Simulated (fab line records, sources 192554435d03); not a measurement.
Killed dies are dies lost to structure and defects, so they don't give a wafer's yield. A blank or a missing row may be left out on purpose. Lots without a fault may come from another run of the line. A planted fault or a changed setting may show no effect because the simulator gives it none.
fab line records | flow n5_finfet
record lots=3 wafers=9 last_day=17
route steps=1938 shown BEOL_M0@739 BEOL_M1@751 BEOL_M4@1111 PASSIVATION@1936
lots that met no fault: from a run of the same line without faults
start_h: hours from the record's first day to the start of the lot's first wafer shown | wait_h: hours since the lot's step before | " the same as in the row above | L1.1+2: a row that stands for several wafers | - no value, or no start given | * or withheld: withheld | < > ~ a bound
route shown NAME@n: a module of which the file shows steps, and the number in the route of the first | usual: mean/standard deviation of fault-free wafers | same: alike in all rows | chamber/n: place in a boat | sites: the reading at each site | _std_site: their standard deviation | _edge_site: outer sites' mean less inner sites' | radius_mm: how far each site lies from the wafer's centre | mask NAME#n: copy n | behind: the tool/chamber that last shaped the wafer | hold: why the lot was held/for how many hours/how that ended | device: the transistor (n, p or np) that didn't switch | end of line: the same wafers' tests at the end of the route | a step without rows: its recipe alone | killed: dies lost to structure and defects at the first sort, not the wafer's yield | map: a wafer's dies, x killed, . not, _ none there
set.NAME: the setting as run; set.NAME@STEP: as run at that earlier step | model.NAME: the simulator's own value behind a step, which no gauge read
lots at some steps of the route; a table a step, a row a wafer
services: from which hour (start_h, from the record's first day; less than 0 if before it) a tool's chamber was out of use, for how many hours, and why
## steps
# step N5_BEOL_M0_ANNEAL_135
# recipe temp_c=400 time_s=60 ambient=vacuum
# step N5_BEOL_M0_SPUTTER_141
# recipe material=Cu target_thk_a=40 temp_c=-20 chamber_pressure_pa=0.07 power_w=withheld time_s=7.37
# step N5_BEOL_M0_ECD_118
# recipe material=Cu target_thk_a=3000
# step N5_BEOL_M0_ANNEAL_119
# recipe temp_c=225 time_s=90 ambient=N2
# step N5_BEOL_M0_CMP_120
# recipe stop_on=SiOC t_overpolish_s=6.9 down_force_psi=1 platen_rpm=50 clearing_platen_down_force_psi=1.5 clearing_platen_rpm=50 post_cmp_clean=cu_alkaline clearing_platen_pad_velocity_m_s=0.99484 pad_velocity_m_s=0.99484
# step N5_BEOL_M0_PRE_CLEAN_131
# recipe gas=NH3/H2 time_s=15 temp_c=* rf_power_w=300
# step N5_BEOL_M0_CO_CAP_123
# recipe material=Co target_thk_a=20 temp_c=200 precursor=CCTBA/H2 pressure_torr=30 time_s=102.1
# step N5_BEOL_M0_PRE_CLEAN_124
# recipe gas=NH3 time_s=15 temp_c=withheld rf_power_w=300
# step N5_BEOL_M0_DEP_125
# recipe material=SiCN target_thk_a=80 temp_c=withheld precursor=3MS/NH3 pressure_torr=3 rf_w=202 time_s=14
# step N5_BEOL_M1_ILD_DEP_00
# recipe material=SiOC target_thk_a=790 temp_c=350 precursor=DEMS/O2 pressure_torr=5 rf_w=500 time_s=15.3
# usual heater_power_w=468/83 showerhead_plenum_p_Torr=5.687/0.012 throttle_valve_pct=11.7/0.48
# columns lot.wafer tool chamber start_h wait_h heater_power_w showerhead_plenum_p_Torr throttle_valve_pct model.SiOC_of_BEOL_M1_ILD_DEP_00.thk_nm
L171.2 pecvd-04 2 166.70 0.0 552 5.675 11.8 77.6
L171.3 " 0 " " 390 5.690 11.7 76.2
L171.4 " 1 " " 443 5.696 11.7 79.8
L174.4 pecvd-04 0 187.89 0.1 482 5.691 11.5 70.2
L174.5 " 2 " " 544 5.679 11.4 73
L174.6 " 1 " " 400 5.674 11.9 78.8
L183.1 pecvd-01 2 244.85 0.0 369 5.708 12.0 79.4
L183.2 " 0 " " 429 5.698 11.5 78.2
L183.6 " 2 " " 363 5.702 11.7 80.2
# step N5_BEOL_M1_THK_MEAS_01
# recipe reads=SiOC_of_BEOL_M1_ILD_DEP_00
# usual M1_ILD_THK=78.5/1.4
# columns lot.wafer tool chamber start_h wait_h M1_ILD_THK[nm]
L171.2 film_metro-02 - 166.77 0.1 77.7
L171.3 " - " " 76.3
L171.4 " - " " 79.9
L174.4 film_metro-01 - 187.94 0.0 70.3
L174.5 " - " " 73.1
L174.6 " - " " 78.8
L183.1 film_metro-02 - 244.93 0.1 79.3
L183.2 " - " " 78.2
L183.6 " - " " 80.2
# step N5_BEOL_M1_PECVD_72
# recipe material=SiO2 target_thk_a=160 temp_c=400 precursor=TEOS/O2 pressure_torr=5.5 rf_w=450 teos_flow_sccm=53.8 gas=O2 flow_sccm=3000 time_s=18
# step N5_BEOL_M1_HM_DEP_02
# recipe material=TiN target_thk_a=200 temp_c=25 chamber_pressure_pa=0.49996
# step N5_BEOL_M1_COAT_61
# recipe resist=SOC temp_c=250 time_s=60 spin_rpm=1500 resist_thk_nm=60
# step N5_BEOL_M1_COAT_62
# recipe resist=SiARC temp_c=220 time_s=60 spin_rpm=1500 resist_thk_nm=12
# step N5_BEOL_M1_COAT_73
# recipe resist=underlayer temp_c=205 time_s=60 spin_rpm=1500 resist_thk_nm=5
# step N5_BEOL_M1_COAT_05
# recipe resist=CAR-EUV spin_rpm=1500 resist_thk_nm=30
# step N5_BEOL_M1_EBR_07
# recipe solvent=PGMEA ebr_width_mm=1.5
# step N5_BEOL_M1_SOFTBAKE_06
# recipe temp_c=110 time_s=60 resist=CAR-EUV
# step N5_BEOL_M1_EXPOSE_08
# recipe mask_id=M1 na=0.33 source_shape=dipole sigma_inner=0.369 sigma_outer=0.767 polarization=unpolarized dose_mj=33
# step N5_BEOL_M1_PEB_09
# recipe peb_temp_c=100 peb_time_s=60 resist=CAR-EUV
# step N5_BEOL_M1_DEVELOP_10
# recipe develop_time_s=30 developer=TMAH resist=CAR-EUV rinse_liquid=surfactant_rinse dry=air_spin dev_temp_c=23
# step N5_BEOL_M1_DESCUM_16
# recipe chemistry=O2 time_s=7 source_power_w=50 bias_power_w=20 pressure_mtorr=20 rf_frequency_hz=2.712e+07 temp_c=40 resist=CAR-EUV o2_flow_sccm=225
# step N5_BEOL_M1_ETCH_74
# recipe chemistry=N2/H2 target=underlayer target_depth_a=65 mask_material=CAR-EUV time_s=5.2 ion_energy_ev=200 pressure_mtorr=30 source_w=840 bias_w=150 n2_flow_sccm=200 h2_flow_sccm=200 ends=cleared
# step N5_BEOL_M1_ETCH_63
# recipe chemistry=CF4 target=SiARC target_depth_a=156 mask_material=CAR-EUV time_s=26 ion_energy_ev=80 pressure_mtorr=40 source_w=545 bias_w=36 Ar_flow_sccm=100 cf4_flow_sccm=100 ends=cleared
# step N5_BEOL_M1_ETCH_64
# recipe chemistry=N2/H2 target=SOC target_depth_a=750 overetch_a=150 mask_material=SiARC temp_c=40 time_s=112.5 ion_energy_ev=200 pressure_mtorr=30 source_w=840 bias_w=150 n2_flow_sccm=200 h2_flow_sccm=200
# step N5_BEOL_M1_STRIP_65
# recipe chemistry=N2/H2 temp_c=40 n2_flow_sccm=200 h2_flow_sccm=200 rf_frequency_hz=6e+07
# step N5_BEOL_M1_STRIP_75
# recipe chemistry=N2/H2 temp_c=40 n2_flow_sccm=200 h2_flow_sccm=200 rf_frequency_hz=6e+07
# step N5_BEOL_M1_STRIP_66
# recipe chemistry=CF4 resist=SiARC power_w=300 bias_power_w=75 pressure_mtorr=50 cf4_flow_sccm=150 rf_frequency_hz=6e+07
# step N5_BEOL_M1_HM_OPEN_17
# recipe chemistry=Cl2/BCl3 target_depth_a=200 overetch_a=60 target=TiN mask_material=SOC ion_energy_ev=150 pressure_mtorr=10 icp_w=1000 bias_w=126 Cl2_flow_sccm=53.25 bcl3_flow_sccm=21.75 Ar_flow_sccm=25
# step N5_BEOL_M1_STRIP_19
# recipe chemistry=O2 power_w=400 temp_c=40 pressure_mtorr=30 rf_frequency_hz=6e+07 bias_power_w=0 overash_fraction=0.2 o2_flow_sccm=225
# step N5_BEOL_M1_COAT_67
# recipe resist=SOC temp_c=250 time_s=60 spin_rpm=1500 resist_thk_nm=60
# step N5_BEOL_M1_COAT_68
# recipe resist=SiARC temp_c=220 time_s=60 spin_rpm=1500 resist_thk_nm=12
# step N5_BEOL_M1_COAT_76
# recipe resist=underlayer temp_c=205 time_s=60 spin_rpm=1500 resist_thk_nm=5
# step N5_BEOL_M1_COAT_22
# recipe resist=CAR-EUV spin_rpm=1500 resist_thk_nm=30
# step N5_BEOL_M1_CMP_52
# recipe stop_on=SiOC t_overpolish_s=6.8 down_force_psi=1 platen_rpm=50 clearing_platen_down_force_psi=1.5 clearing_platen_rpm=50 post_cmp_clean=cu_alkaline target_thk_nm=40 clearing_platen_pad_velocity_m_s=0.99484 pad_velocity_m_s=0.99484
# usual motor_current_A=5.9/0.58 pad_life_wafers=1186/720 retaining_ring_pressure_frac=0.999/0.0046
# columns lot.wafer tool chamber start_h wait_h motor_current_A pad_life_wafers retaining_ring_pressure_frac model.Cu_of_BEOL_M1_ECD_50.thk_nm model.SiOC_of_BEOL_M1_ILD_DEP_00.thk_nm
L171.4 cmp-01 2 185.09 0.1 6.3 1716 0.994 39.2 78.8
L171.2 " 0 " " 6.4 1718 0.998 38 76.6
L171.3 " 1 " " 5.4 1719 0.998 36.6 75.2
L174.4 cmp-03 2 199.84 0.2 6.1 285 0.999 30.8 69.2
L174.6 " 3 " " 5.7 - 0.988 41 77.8
L174.5 " 0 " " 5.5 - 1.001 34.2 72
L183.1 cmp-03 0 261.67 0.3 5.7 919 1.003 40.4 78.4
L183.2 " 1 " " 7.2 920 1.008 37.4 77.2
L183.6 " 3 " " 5.8 - 1.004 41.2 79.2
# step N5_BEOL_M4_RC_MEAS_101
# usual DIBL_N=35.3/2.5 DIBL_P=35/3.3 IOFF_N=0.15/0.049 IOFF_P=0.20/0.056 ION_N=673/16 ION_P=462/10 SS_N=71.2/0.85 SS_P=73.0/0.97 VT_N=252/4.9 VT_P=-251/5
# columns lot.wafer tool chamber start_h wait_h DIBL_N[mV/V] DIBL_P[mV/V] IOFF_N[nA/um] IOFF_P[nA/um] ION_N[uA/um] ION_P[uA/um] SS_N[mV/dec] SS_P[mV/dec] VT_N[mV] VT_P[mV]
L171.2 prober-02 0 219.89 0.2 41.6 42 0.29 0.34 699 473 73.3 75.0 243 -243
L171.3 " 0 " " 34.4 34 0.13 0.19 678 470 71.4 73.4 250 -250
L171.4 " 0 " " 35.1 33 0.14 0.18 662 457 71.9 71.6 251 -252
L174.4 prober-01 0 242.56 0.5 33.8 35 0.13 0.20 671 466 70.9 72.3 254 -248
L174.5 " 0 " " 34.0 35 0.12 0.20 656 461 71.4 72.9 250 -250
L174.6 " 0 " " 35.8 36 0.15 0.21 669 460 71.0 72.8 248 -249
L183.1 prober-01 0 296.93 0.0 35.4 34 0.13 0.18 655 457 70.7 72.7 253 -250
L183.2 " 0 " " 32.5 32 0.11 0.17 658 458 69.9 73.1 254 -252
L183.6 " 0 " " 33.8 33 0.12 0.17 659 456 70.6 73.9 253 -251
# step N5_PASSIVATION_PROBE_49
# usual defect_limited_yield=91.3/1.4 killed_at_M0_to_M3=33/9.9 killed_at_M4_up=15/5.6 killed_at_contacts=13/5.7 killed_at_front_end=38/12 killed_at_other=4/3.1 killed_dies=103/17 killed_open=66/13 killed_short=32/7.8 sort_bin_4_leakage=0.02/0.16 sort_bin_5_function=5.1/0.95 sort_bin_6_memory=3.2/0.68 sort_bin_8_speed=0.02/0.22 sort_n_pass=1077/17 sort_yield_pct=91.3/1.5
# same gross_dies=1180 killed_at_back_side=0
# columns lot.wafer tool chamber start_h wait_h defect_limited_yield[%] killed_at_M0_to_M3 killed_at_M4_up killed_at_contacts killed_at_front_end killed_at_other killed_dies killed_open killed_short sort_bin_4_leakage[%] sort_bin_5_function[%] sort_bin_6_memory[%] sort_bin_8_speed[%] sort_n_pass sort_yield_pct[%]
L174.4 prober-02 - 355.08 0.2 90.7 47 14 13 36 0 110 79 27 0 5.8 3.3 0.08 1070 90.7
L174.5 prober-02 - 355.13 0.2 90.4 32 15 11 55 0 113 72 37 0 6.0 3.1 0 1067 90.4
L174.6 prober-02 - 355.18 0.3 89.9 22 22 22 48 5 119 84 33 0 6.3 3.6 0 1061 89.9
L183.1 prober-01 - 408.14 0.0 90.2 32 22 10 52 0 116 73 38 0 5.3 4.1 0 1064 90.2
L183.2 prober-01 - 408.19 0.1 91.9 24 16 5 44 6 95 57 35 0 5.2 2.5 0 1085 91.9
L183.6 prober-01 - 408.39 0.3 92.4 33 10 5 42 0 90 58 28 0 4.6 2.7 0 1090 92.4
# killed by level:class
L174.4 STI_FIN_REVEAL:geometric_particle:open=14 MOL_CONTACT_COAG:geometric_particle:open=12 BEOL_M0_SAQP:geometric_particle:open=10 BEOL_M2:geometric_particle:open=9 BEOL_M0_SAQP:geometric_particle:short=8 BEOL_M3:geometric_particle:open=8 FIN_SAQP:geometric_particle:open=5 FIN_SAQP:geometric_particle:short=4
L174.5 STI_FIN_REVEAL:geometric_particle:open=12 BEOL_M2:geometric_particle:open=9 FIN_SAQP:geometric_particle:open=8 MOL_CONTACT_COAG:geometric_particle:open=8 FIN_SAQP:geometric_particle:short=7 GATE_CUT:geometric_particle:short=6 BEOL_M3:geometric_particle:open=6 BEOL_M0_SAQP:geometric_particle:short=4
L174.6 MOL_CONTACT_COAG:geometric_particle:open=19 FIN_SAQP:geometric_particle:open=12 FIN_SAQP:geometric_particle:short=10 BEOL_M3:geometric_particle:open=9 BEOL_M7:geometric_particle:open=7 GATE_CUT:geometric_particle:short=6 BEOL_M5:geometric_particle:open=5 GATE_CUT:geometric_particle:open=5
L183.1 FIN_SAQP:geometric_particle:short=16 FIN_SAQP:geometric_particle:open=9 MOL_CONTACT_COAG:geometric_particle:open=8 BEOL_M0_SAQP:geometric_particle:open=8 BEOL_M0_SAQP:geometric_particle:short=7 STI_FIN_REVEAL:geometric_particle:open=6 BEOL_M3:geometric_particle:open=6 BEOL_M5:geometric_particle:open=6
L183.2 DUMMY_GATE:geometric_particle:open=10 FIN_SAQP:geometric_particle:short=8 BEOL_M0_SAQP:geometric_particle:short=8 FIN_SAQP:geometric_particle:open=6 BEOL_M0_SAQP:geometric_particle:open=5 BEOL_M5:geometric_particle:short=4 MOL_CONTACT_COAG:geometric_particle:open=4 STARTING-WAFER:geometric_particle:open=4
L183.6 FIN_SAQP:geometric_particle:open=12 BEOL_M1:geometric_particle:open=10 BEOL_M0_SAQP:geometric_particle:short=8 FIN_SAQP:geometric_particle:short=6 BEOL_M0_SAQP:geometric_particle:open=6 DUMMY_GATE:geometric_particle:open=5 STI_FIN_REVEAL:geometric_particle:open=4 MOL_CONTACT_COAG:geometric_particle:open=4
## services
# columns tool chamber start_h hours kind
cmp-03 - 148.19 4.0 pm
pecvd-04 1 199.84 2.1 scheduled_down
cmp-03 - 209.40 4.8 pm
pecvd-01 - 216.10 0.8 repair
cmp-01 - 218.45 0.2 repair
cmp-01 - 227.34 0.2 repair
cmp-01 - 231.05 4.0 pm
cmp-01 - 235.05 - consumable_replace:conditioner
cmp-01 - 235.05 - consumable_replace:pad
cmp-01 - 248.78 5.1 pm
cmp-01 - 253.92 8.5 pm
## key
first_sign step=N5_BEOL_M1_THK_MEAS_01 reading=M1_ILD_THK direction=down sigmas=5 usual=78.5 struck=71.7
effect none on later readings
model_effect step=N5_BEOL_M1_ILD_DEP_00 value=SiOC_of_BEOL_M1_ILD_DEP_00.thk_nm without=78.6 struck=71.6
model_effect step=N5_BEOL_M1_CMP_52 value=Cu_of_BEOL_M1_ECD_50.thk_nm without=39.6 struck=32.5
met_at N5_BEOL_M1_ILD_DEP_00
struck_wafers L174.4,L174.5
onset_between 166.70 187.89
fault kind=process_parameter_drift tool=pecvd-04 chamber=- onset_h=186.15 steps=N5_BEOL_M1_ILD_DEP_00 channel=time_s offset=* shape=step end_h=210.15 scope=struck_wafers_only acts_in=* stated=*
